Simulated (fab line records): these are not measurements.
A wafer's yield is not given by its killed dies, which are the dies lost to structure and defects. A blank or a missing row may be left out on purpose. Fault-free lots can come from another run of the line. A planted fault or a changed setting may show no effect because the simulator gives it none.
Which tool did it? | flow n5-finfet | 9 lots, 27 wafers sampled, at 5 steps of a route of 1938

WHAT THE GAUGES READ, wafer by wafer
N5_BEOL_M11_INSPECT_58: inspects for defects (darkfield).
lot  | measured     | on                | raw-defect-count
L147 | day 10 18:19 | defect-inspect-01 | 50 41 50
L150 | day 11 14:56 | defect-inspect-02 | 64 82 83
L153 | day 11 23:54 | defect-inspect-01 | 104 139 104
L152 | day 12 10:26 | defect-inspect-02 | 92 91 47
L159 | day 13 17:22 | defect-inspect-02 | 59 69 99
L161 | day 14 03:52 | defect-inspect-02 | 59 112 56
L163 | day 14 20:27 | defect-inspect-01 | 98 49 64
L162 | day 15 07:23 | defect-inspect-02 | 53 75 52
L165 | day 15 07:07 | defect-inspect-02 | 27 29 70

N5_BEOL_M12_THK_MEAS_01.
lot  | measured     | on            | M12_ILD_THK (nm)
L147 | day 10 18:29 | film-metro-01 | 650 666 665
L150 | day 11 15:07 | film-metro-02 | 635 644 658
L153 | day 12 00:04 | film-metro-01 | 652 661 650
L152 | day 12 10:39 | film-metro-01 | 647 652 658
L159 | day 13 17:32 | film-metro-01 | 659 648 658
L161 | day 14 04:05 | film-metro-01 | 650 665 662
L163 | day 14 20:37 | film-metro-01 | 657 717 666
L162 | day 15 07:34 | film-metro-02 | 655 653 664
L165 | day 15 07:17 | film-metro-02 | 657 721 666

TOOL THAT RAN EACH LOT (tool first, then ch and the chambers of the sampled wafers, then the start)
lot  | N5_BEOL_M11_ETCH_66                | N5_BEOL_M11_DEGAS_44         | N5_BEOL_M12_ILD_DEP_00
L147 | rie-diel-06 ch 2,3, day 10 15:01   | pvd-sputter-02, day 10 16:04 | pecvd-04 ch 1,2, day 10 18:20
L150 | rie-diel-01 ch 0,2, day 11 09:26   | pvd-sputter-02, day 11 10:35 | pecvd-03 ch 0,2, day 11 14:58
L153 | rie-diel-01 ch 0,1,2, day 11 20:39 | pvd-sputter-02, day 11 21:37 | pecvd-03 ch 0,1, day 11 23:56
L152 | rie-diel-03 ch 0,1,3, day 12 05:25 | pvd-sputter-01, day 12 07:52 | pecvd-04 ch 0,1, day 12 10:28
L159 | rie-diel-03 ch 0,1,2, day 13 14:37 | pvd-sputter-01, day 13 15:38 | pecvd-04 ch 0,1,2, day 13 17:24
L161 | rie-diel-01 ch 0,1,3, day 14 00:41 | pvd-sputter-01, day 14 02:02 | pecvd-02 ch 0,1, day 14 03:55
L163 | rie-diel-01 ch 1,2,3, day 14 17:29 | pvd-sputter-03, day 14 18:32 | pecvd-04 ch 0,1,2, day 14 20:29
L162 | rie-diel-01 ch 0,3, day 15 03:37   | pvd-sputter-02, day 15 04:47 | pecvd-02 ch 0,1,2, day 15 07:26
L165 | rie-diel-06 ch 0,1,3, day 15 03:53 | pvd-sputter-02, day 15 04:52 | pecvd-04 ch 0,1,2, day 15 07:10
- N5_BEOL_M11_ETCH_66: etches SOC in N2/H2, target depth 120 nm, overetch 24 nm, time 180 s.
- N5_BEOL_M11_DEGAS_44: time 60 s.
- N5_BEOL_M12_ILD_DEP_00: deposits SiOC from DEMS/O2, target thk 658.92 nm, time 130.7 s.

AS READ BY THE TOOLS THEMSELVES (means over the sampled wafers that have a number; for cases with no such wafer, the mark the record gives instead)
N5_BEOL_M11_ETCH_66.
lot  | tool        | drypump-motor-current-A (A) | n2-flow-sccm (sccm) | oes-product-au (a.u.) | rf-vpp-V (V) | showerhead-plenum-p-Torr (Torr) | throttle-valve-pct (%)
L147 | rie-diel-06 | 5.8                         | 200.1               | 0.66                  | 520          | 2.38                            | 17.71
L150 | rie-diel-01 | 5.5                         | 199.5               | 0.57                  | 525          | 2.56                            | 18.12
L153 | rie-diel-01 | 5.5                         | 199.8               | 0.62                  | 525          | 2.57                            | 17.95
L152 | rie-diel-03 | 6.1                         | 199.6               | 0.59                  | 522          | 2.50                            | 18.00
L159 | rie-diel-03 | 6.2                         | 200.2               | 0.56                  | 524          | 2.55                            | 18.11
L161 | rie-diel-01 | 5.5                         | 199.7               | 0.69                  | 523          | 2.55                            | 17.99
L163 | rie-diel-01 | 5.4                         | 200.3               | 0.62                  | 525          | 2.58                            | 18.11
L162 | rie-diel-01 | 5.4                         | 200.0               | 0.65                  | 523          | 2.54                            | 18.29
L165 | rie-diel-06 | 6.3                         | 199.9               | 0.61                  | 522          | 2.48                            | 17.74

N5_BEOL_M11_DEGAS_44.
lot  | tool           | heater-power-w (W)
L147 | pvd-sputter-02 | 354
L150 | pvd-sputter-02 | 363
L153 | pvd-sputter-02 | 363
L152 | pvd-sputter-01 | 316
L159 | pvd-sputter-01 | 316
L161 | pvd-sputter-01 | 316
L163 | pvd-sputter-03 | 338
L162 | pvd-sputter-02 | 339
L165 | pvd-sputter-02 | 345

N5_BEOL_M12_ILD_DEP_00.
lot  | tool     | heater-power-w (W) | showerhead-plenum-p-Torr (Torr) | showerhead-vpp-V (V) | throttle-valve-pct (%)
L147 | pecvd-04 | 520                | 5.702                           | 1399                 | 12.2
L150 | pecvd-03 | 483                | 5.714                           | 1467                 | 11.7
L153 | pecvd-03 | 442                | 5.693                           | 1358                 | 11.9
L152 | pecvd-04 | 574                | 5.686                           | 1451                 | 12.7
L159 | pecvd-04 | 563                | 5.703                           | 1419                 | 12.2
L161 | pecvd-02 | 462                | 5.698                           | 1359                 | 11.6
L163 | pecvd-04 | 530                | 5.699                           | 1417                 | 12.4
L162 | pecvd-02 | 514                | 5.707                           | 1359                 | 11.5
L165 | pecvd-04 | 516                | 5.696                           | 1440                 | 12.4

THE ANSWER, worked out from the rows above alone
Rule: usual is defined by the lots themselves. Put in order of their means at a reading, lots are off if they are a third of the lots or fewer, leave a main group of 4 or more, and stand apart from it by a gap of 3 or more times the standard deviation of the main group's means; of several such gaps the widest counts. If all means in a main group match to the digits the tables above print for the reading, that group is not used. A lot without any number at a reading at which 4 lots or more have one is off too. Where the step has rows for the other lots, those lots are counted as sound. After the gauges, taken in route order, come the tools' own readings; for these a lot's mean is taken, as printed above. The first step at which some lot is off is used, and at that step the reading that is off furthest; a lot without a number counts as furthest.
Off: at N5_BEOL_M12_THK_MEAS_01 (M12_ILD_THK), L163, L165. The main group: mean 655 nm, standard deviation 4.5.
A tool fits if, at a process step before that reading, it ran every lot that is off, and no sound lot after the first of them. Gauges at N5_BEOL_M12_THK_MEAS_01: tried the same way as those tools. One candidate fits, namely pecvd-04 at N5_BEOL_M12_ILD_DEP_00. A fault onset in the window from L159 (day 13 17:24, its last sound lot) to L163 (day 14 20:29, its first lot off) fits.

WHAT THE SIMULATOR PUT IN
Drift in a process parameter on pecvd-04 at N5_BEOL_M12_ILD_DEP_00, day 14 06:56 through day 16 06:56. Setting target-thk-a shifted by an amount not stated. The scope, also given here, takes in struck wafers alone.
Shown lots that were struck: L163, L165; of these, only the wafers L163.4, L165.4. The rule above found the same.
